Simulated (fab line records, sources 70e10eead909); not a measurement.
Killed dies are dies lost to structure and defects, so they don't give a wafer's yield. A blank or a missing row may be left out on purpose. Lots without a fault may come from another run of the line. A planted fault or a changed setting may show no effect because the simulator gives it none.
Chamber matching | flow nand_harc | NHARC_A_STAIRCASE_TRIM_220 on rie_diel-08: 4 sister chambers
The step chemistry O2, time 211.2 s. 18 wafers are shown with their chamber, then 9 later ones without.

WAFERS WITH THEIR CHAMBER
wafer  | chamber | showerhead_plenum_p_Torr (Torr) | drypump_motor_current_A (A) | oes_product_au (a.u.)
L075.2 | 2       | 3.64                            | 5.9                         | 1.009
L075.3 | 1       | 3.44                            | 5.0                         | 1.003
L075.4 | 3       | 3.63                            | 5.3                         | 0.974
L078.2 | 0       | 3.35                            | 6.1                         | 0.998
L078.5 | 1       | 3.44                            | 5.0                         | 1.010
L078.6 | 2       | 3.64                            | 5.9                         | 1.013
L076.2 | 0       | 3.35                            | 6.2                         | 0.984
L076.5 | 0       | 3.35                            | 6.1                         | 0.992
L076.6 | 1       | 3.44                            | 5.1                         | 1.000
L079.1 | 1       | 3.44                            | 5.1                         | 0.993
L079.4 | 2       | 3.63                            | 5.9                         | 1.004
L079.6 | 2       | 3.63                            | 5.9                         | 0.998
L081.1 | 1       | 3.44                            | 5.0                         | 0.994
L081.2 | 3       | 3.62                            | 5.3                         | 0.980
L081.5 | 1       | 3.44                            | 5.1                         | 1.002
L088.1 | 2       | 3.62                            | 5.9                         | 0.994
L088.4 | 3       | 3.62                            | 5.3                         | 1.006
L088.5 | 1       | 3.43                            | 5.0                         | 0.987

SIGNATURES (means of the wafers above)
reading                  | chamber 0 | chamber 1 | chamber 2 | chamber 3 | scatter within a chamber
showerhead_plenum_p_Torr | 3.3500    | 3.4386    | 3.6320    | 3.6233    | 0.00556
drypump_motor_current_A  | 6.133     | 5.043     | 5.900     | 5.300     | 0.0412
oes_product_au           | 0.99133   | 0.99843   | 1.00360   | 0.98667   | 0.00952
Rule: a wafer's distance from a chamber is the root of the sum, over the readings, of the square of ((its reading less the chamber's mean) divided by the reading's scatter). The wafer belongs to the nearest chamber; if the next one is less than 2 further off, it can't be placed. The scatter: the root of (the sum of the squares of (reading less its chamber's mean) over the shown wafers, divided by (wafers less chambers)).

WAFERS WITHOUT THEIR CHAMBER
wafer  | showerhead_plenum_p_Torr (Torr) | drypump_motor_current_A (A) | oes_product_au (a.u.)
L086.1 | 3.61                            | 5.3                         | 1.000
L086.2 | 3.62                            | 5.9                         | 0.998
L086.6 | 3.43                            | 5.0                         | 0.991
L095.3 | 3.33                            | 6.1                         | 0.997
L095.4 | 3.61                            | 5.9                         | 0.994
L095.5 | 3.33                            | 6.1                         | 0.996
L097.3 | 3.60                            | 5.3                         | 1.008
L097.4 | 3.42                            | 5.0                         | 1.004
L097.6 | 3.61                            | 5.9                         | 1.004

WHICH CHAMBER EACH WENT THROUGH
wafer  | from the rows above | in truth
L086.1 | 3                   | 3
L086.2 | 2                   | 2
L086.6 | 1                   | 1
L095.3 | 0                   | 0
L095.4 | 2                   | 2
L095.5 | 0                   | 0
L097.3 | 3                   | 3
L097.4 | 1                   | 1
L097.6 | 2                   | 2
Placed correctly: 9 of 9. Can't be placed from these rows: 0. Placed wrongly: 0.
